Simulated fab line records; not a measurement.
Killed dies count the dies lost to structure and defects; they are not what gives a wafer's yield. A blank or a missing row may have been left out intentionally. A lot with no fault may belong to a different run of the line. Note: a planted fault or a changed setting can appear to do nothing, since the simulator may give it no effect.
A struck lot beside a sound one :: flow nand harc :: 19 out of 1159 route steps
Sound: wafers L677.1, L677.3, L677.4. The struck wafers were L683.1, L683.4. Last of all comes the cause.
Each step with rows lists, per side, the tool, then ch with its chambers, then its first start. Under that, the readings that differ: sound wafers :: struck wafers :: difference of the means :: sigmas: that difference in standard deviations of wafers without a fault.
alike: readings whose means differ by less than 2 such deviations, and words and numbers that are the same on both sides. not compared: withheld readings, readings that some wafer has no value for, bounds like >300 that may hide the same value, and numbers for which the record gives no deviation and whose values overlap.
The two part at a step that has a row with sigmas, a row that says differs or no value, or rows on one side only. Numbers that don't overlap but have no deviation are shown without sigmas and don't part them. Lack of a reading on every wafer of one side parts them only where that side has two or more wafers.

NHARC_A_M1_INSPECT_11:
  sound on defect inspect-02, day 17 22:22; struck on defect inspect-01, day 19 16:14
  alike: raw defect count
NHARC_A_M1_DESCUM_14: chemistry O2, time 3 s.
  sound on rie diel-06 ch 0,1,3, day 17 22:25; struck on rie diel-01 ch 0,2, day 19 16:18
  alike: drypump motor current A, oes product au, rf vpp V, showerhead plenum p Torr, throttle valve pct
  not compared: rf hours counter h
then, 2 steps without rows for these wafers: NHARC_A_M1_ETCH_35 (etches the open film in N2/H2, target depth 40 nm, overetch 12 nm, time 43.94 s); NHARC_A_M1_ETCH_15 (etches the open film in C4F8/Ar, target depth 182.5 nm, time 91.2 s).
NHARC_A_M1_CD_MEAS_16:
  sound on cd sem-01, day 17 22:43; struck on cd sem-03, day 19 16:37
  alike: cd nm
then, 5 steps without rows for these wafers: NHARC_A_M1_STRIP_18 (strips in N2/H2); NHARC_A_M1_ETCH_28 (etches the open film in CF4/N2, target depth 30 nm, time 72.99 s); NHARC_A_M1_STRIP_19 (strips in post etch residue remover, time 600 s); NHARC_A_M1_DEGAS_29 (time 60 s); NHARC_A_M1_PRE_CLEAN_30 (time 30 s).
NHARC_A_M1_PVD_20: deposits TaN, target thk 5 nm, time 8.06 s.
  sound on pvd sputter-02; struck on pvd sputter-01
  alike: throttle valve pct
NHARC_A_M1_PVD_21: deposits Cu, target thk 30 nm, time 20.49 s.
  sound on pvd sputter-02; struck on pvd sputter-01
  alike: throttle valve pct
NHARC_A_M1_ECD_22: material Cu, target thk 400 nm.
  sound on ecd cu-01 ch 0,1, day 17 23:51; struck on ecd cu-02 ch 0, day 19 17:41
then, 1 step without rows for these wafers: NHARC_A_M1_ANNEAL_31 (time 90 s).
NHARC_A_M1_CMP_23: polishes, t overpolish 20 s, target thk 154.34 nm.
  sound on cmp-03 ch 1,2,3, day 18 00:31; struck on cmp-04 ch 1,3, day 19 18:26
  alike: motor current A, retaining ring pressure frac, time to endpoint s
NHARC_A_M1_THK_MEAS_24: measures by xrf.
  sound on film metro-02, day 18 00:50; struck on film metro-01, day 19 18:45
  alike: thk nm
following that, these wafers have no rows for 1 step: NHARC_A_M1_SRD_25.
NHARC_A_M1_PRE_CLEAN_32: time 12 s.
  sound on pecvd-01 ch 0,1, day 18 01:04; struck on pecvd-02 ch 2, day 20 00:45
reading: hold
sound: - - -
struck: await dispo/5.5h/release await dispo/5.5h/release
difference: no value on the sound wafers
sigmas: 
  alike: heater power w
  not compared: since wet clean h
NHARC_END_SORT_01:
  sound on prober-01 ch 0, day 19 09:07; struck on prober-02 ch 0, day 21 21:19
reading: defect limited yield (%)
sound: 96.9 97.8 97.6
struck: 24.8 26.9
difference: -71.6
sigmas: -45

reading: killed at array
sound: 18 12 14
struck: 506 492
difference: +484
sigmas: +44

reading: killed dies
sound: 21 15 16
struck: 509 495
difference: +485
sigmas: +44

reading: killed short
sound: 6 5 1
struck: 1 0
difference: -4
sigmas: -2

reading: sort_bin_2_pct (%)
sound: 0.1 0.6 0.6
struck: 27.8 26.0
difference: +26.5
sigmas: +37

reading: sort_bin_3_pct (%)
sound: 0.30 0.44 0
struck: 7.83 5.47
difference: +6.40
sigmas: +29

reading: sort_bin_4_pct (%)
sound: 2.7 1.2 1.8
struck: 39.6 41.7
difference: +38.8
sigmas: +35

reading: sort n pass
sound: 656 662 661
struck: 168 182
difference: -485
sigmas: -44

reading: sort rim yield pct (%)
sound: 98.1 97.2 99.1
struck: 22.6 30.2
difference: -71.7
sigmas: -40

reading: sort yield pct (%)
sound: 96.9 97.8 97.6
struck: 24.8 26.9
difference: -71.6
sigmas: -45
  alike: killed at other, killed at periphery, killed open

== WHERE THEY PART ==
Earliest at NHARC_A_M1_PRE_CLEAN_32; latest, in this record, at NHARC_END_SORT_01.

WHY: what had been put in by the simulator
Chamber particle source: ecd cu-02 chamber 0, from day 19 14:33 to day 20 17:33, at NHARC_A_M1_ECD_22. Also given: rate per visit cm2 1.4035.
